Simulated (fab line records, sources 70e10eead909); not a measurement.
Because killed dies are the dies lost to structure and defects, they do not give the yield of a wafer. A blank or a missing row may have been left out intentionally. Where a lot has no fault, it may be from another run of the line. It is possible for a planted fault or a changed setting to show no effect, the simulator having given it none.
A struck lot beside a sound one	flow nand_harc	14 out of 1159 route steps
Sound: wafers L246.2, L246.4, L246.5. Wafers struck: L250.2, L250.3, L250.4. At the end, the cause is stated.
At each step with rows: each side's tool, then ch and its chambers, then its first start. Under that, the readings that differ: sound wafers	struck wafers	difference of the means	sigmas: that difference in standard deviations of wafers without a fault.
alike: readings with means less than 2 such deviations apart, plus words and numbers identical on both sides. not compared: withheld readings, readings lacking a value on some wafer, bounds such as >300 that could conceal the same value, and numbers that have no deviation in the record and whose values overlap.
A row with sigmas, a row that says differs or no value, or rows on one side alone: a step with any of these is where the two part. Numbers that have no deviation but don't overlap get no sigmas and don't part them. A reading missing from all wafers of one side parts the sides only when that side holds two or more wafers.

NHARC_P_STI_DESCUM_14: chemistry O2, time 3 s.
  sound on rie_diel-09 ch 1,2,3, day 3 17:23; struck on rie_diel-10 ch 0,2,3, day 4 17:52
  alike: drypump_motor_current_A, oes_product_au, rf_vpp_V, showerhead_plenum_p_Torr, throttle_valve_pct
  not compared: rf_hours_counter_h
NHARC_P_STI_ETCH_42: etches the open film in N2/H2, target depth 80 nm, overetch 24 nm, time 61 s.
  sound on rie_diel-09 ch 1,2,3, day 3 17:29; struck on rie_diel-10 ch 0,1,3, day 4 17:56
  alike: drypump_motor_current_A, oes_product_au, rf_vpp_V, showerhead_plenum_p_Torr, throttle_valve_pct
  not compared: rf_hours_counter_h
NHARC_P_STI_ETCH_31: etches the open film in CF4/CHF3, target depth 108.9 nm, time 54.5 s.
  sound: rie_diel-09 ch 0,2; struck: rie_diel-10 ch 0,1,2
reading	sound	struck	difference	sigmas
showerhead_plenum_p_Torr (Torr)	1.67 1.65 1.67	1.56 1.49 1.49	-0.15	-2
  alike: drypump_motor_current_A, oes_product_au, rf_vpp_V, throttle_valve_pct
  not compared: rf_hours_counter_h
NHARC_P_STI_ETCH_15: etches the open film in HBr/Cl2, target depth 300 nm, time 100.1 s.
  sound on rie_si-02 ch 0,1,2, day 3 17:41; struck on rie_si-05 ch 0,1,3, day 4 18:08
  alike: drypump_motor_current_A, oes_product_au, throttle_valve_pct
  not compared: rf_hours_counter_h
NHARC_P_STI_CD_MEAS_16:
  sound on cd_sem-01 at day 3 17:49; struck on cd_sem-02 at day 4 18:17
  alike: cd_nm
NHARC_P_STI_OCD_MEAS_17:
  sound on ocd-02 at day 3 17:55; struck on ocd-02 at day 4 18:23
  alike: trench_depth_nm, trench_foot_cd_nm
then, 3 steps without rows for these wafers: NHARC_P_STI_STRIP_19 (strips in SPM, time 900 s); NHARC_P_STI_PRECLEAN_32 (cleans in SC1); NHARC_P_STI_SRD_23.
NHARC_P_STI_OCD_MEAS_43:
  sound on ocd-01 at day 3 18:31; struck on ocd-02 at day 4 18:55
  alike: trench_depth_nm, trench_foot_cd_nm
then, 2 steps without rows for these wafers: NHARC_P_STI_OXIDE_33 (material SiO2, target thk 10 nm, ox time 281 s); NHARC_P_STI_HDPCVD_20 (deposits SiO2).
NHARC_P_STI_ANNEAL_34: time 1800 s.
  sound on furnace-07 ch 0, day 4 06:41; struck on furnace-07 ch 0, day 5 04:32
reading	sound	struck	difference	sigmas
run_length_s (s)	1828 1828 1828	1474 1474 1474	-354	-63
  alike: spike_tc_centre_C, spike_tc_upper_C, tube_center_temp_C_max
NHARC_P_STI_CMP_21: polishes, t overpolish 20 s, target thk 380.67 nm.
  sound on cmp-03 ch 1,2, day 4 11:35; struck on cmp-02 ch 1,2,3, day 5 09:37
  alike: motor_current_A, overpolish_run_s, slurry_filter_dp_kPa

WHERE THEY PART
First at NHARC_P_STI_ETCH_31; last, within this record, at NHARC_P_STI_ANNEAL_34. Later steps at which nothing parts them and some readings are alike: NHARC_P_STI_CMP_21.

WHY: whatever the simulator had introduced
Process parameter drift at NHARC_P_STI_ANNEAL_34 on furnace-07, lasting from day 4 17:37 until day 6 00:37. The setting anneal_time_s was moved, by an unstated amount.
